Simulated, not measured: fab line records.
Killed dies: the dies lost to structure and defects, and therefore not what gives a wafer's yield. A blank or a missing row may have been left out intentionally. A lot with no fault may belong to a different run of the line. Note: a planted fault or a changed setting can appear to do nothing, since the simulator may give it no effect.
Which tool is to blame? ; flow nand harc ; Sampling: 11 lots, 33 wafers, 4 of 1302 route steps

WHAT THE GAUGES READ, wafer by wafer
NHARC_A_SOURCE_PLATE_INSPECT_08.
lot;measured;on;raw defect count
L260;day 7 19:55;defect inspect-02;83 48 68
L262;day 8 11:02;defect inspect-01;65 32 68
L264;day 9 17:19;defect inspect-02;57 84 45
L265;day 9 17:19;defect inspect-01;62 70 37
L275;day 13 13:46;defect inspect-01;810 805 876
L274;day 13 13:49;defect inspect-01;759 795 813
L278;day 15 03:51;defect inspect-02;80 30 52
L281;day 16 06:59;defect inspect-02;77 42 76
L280;day 16 07:02;defect inspect-01;57 44 93
L282;day 16 22:53;defect inspect-02;66 38 70
L283;day 17 04:44;defect inspect-02;103 81 104

WHICH TOOL RAN EACH LOT (tool, then ch and the chambers of the sampled wafers, then the start)
lot;NHARC_P_BONDPAD_STRIP_15;NHARC_P_BONDPAD_ETCH_24;NHARC_A_SOURCE_PLATE_OXIDE_02
L260;rie diel-03 ch 0,1,2, day 6 19:05;rie diel-03 ch 1,2,3, day 6 21:14 or earlier;furnace-08 ch 0, day 7 03:14
L262;rie diel-06 ch 1,3, day 7 08:14;rie diel-06 ch 0,1,2, day 7 10:23 or earlier;furnace-04 ch 0, day 7 18:31
L264;rie diel-06 ch 1,2,3, day 8 15:55;rie diel-06 ch 0,2, day 8 18:08 or earlier;furnace-08 ch 0, day 9 00:14
L265;rie diel-07 ch 0,1, day 8 16:49;rie diel-07 ch 0,1,2, day 8 19:02 or earlier;furnace-08 ch 0, day 9 00:14
L275;rie diel-03 ch 0,3, day 12 13:28;rie diel-03 ch 1,2,3, day 12 15:37 or earlier;furnace-07 ch 0, day 12 21:10
L274;rie diel-03 ch 2,3, day 12 14:17;rie diel-03 ch 0,2,3, day 12 16:26 or earlier;furnace-07 ch 0, day 12 21:10
L278;rie diel-03 ch 0,2,3, day 14 00:42;rie diel-03 ch 0,2,3, day 14 02:52 or earlier;furnace-08 ch 0, day 14 10:50
L281;rie diel-06 ch 0,3, day 15 04:58;rie diel-06 ch 1,2,3, day 15 07:07 or earlier;furnace-08 ch 0, day 15 13:07
L280;rie diel-03 ch 1,2,3, day 15 05:25;rie diel-03 ch 0,2,3, day 15 07:35 or earlier;furnace-08 ch 0, day 15 13:07
L282;rie diel-07 ch 0,1, day 15 21:32;rie diel-07 ch 0,2, day 15 23:41 or earlier;furnace-08 ch 0, day 16 05:45
L283;rie diel-06 ch 1,2,3, day 16 02:45;rie diel-06 ch 0,1,3, day 16 04:53 or earlier;furnace-07 ch 0, day 16 11:52
- NHARC_P_BONDPAD_STRIP_15: strips in O2.
- NHARC_P_BONDPAD_ETCH_24: etches the open film in CF4/N2, target depth 30 nm, time 72.99 s.
- NHARC_A_SOURCE_PLATE_OXIDE_02: material SiO2, target thk 10 nm, ox time 1362 s.

THE ANSWER, worked out from the rows above alone
Rule: the usual values come from the lots themselves. Put in order of their means at a reading, lots are off if they are a third of the lots or fewer, leave a main group of 4 or more, and stand apart from it by a gap of 3 or more times the standard deviation of the main group's means; of several such gaps the widest counts. A main group whose means are all the same, to the digits that the tables above print for the reading, isn't used. A lot without any number at a reading at which 4 lots or more have one is off too. Any other lot the step has rows for is counted as sound.
Off at NHARC_A_SOURCE_PLATE_INSPECT_08 (raw defect count): L275, L274. For the main group the mean is 64 and the standard deviation 12.
If a tool, at a process step before that reading, ran all the lots that are off and no sound lot after the first of them, it fits. Gauges at NHARC_A_SOURCE_PLATE_INSPECT_08: tried the same way as those tools. Because NHARC_P_BONDPAD_ETCH_24 lacks a start for some lots, the hours and order of its lots are taken from NHARC_P_BONDPAD_INSPECT_23. No candidate that was tried fits.

WHAT THE SIMULATOR HAD PUT IN
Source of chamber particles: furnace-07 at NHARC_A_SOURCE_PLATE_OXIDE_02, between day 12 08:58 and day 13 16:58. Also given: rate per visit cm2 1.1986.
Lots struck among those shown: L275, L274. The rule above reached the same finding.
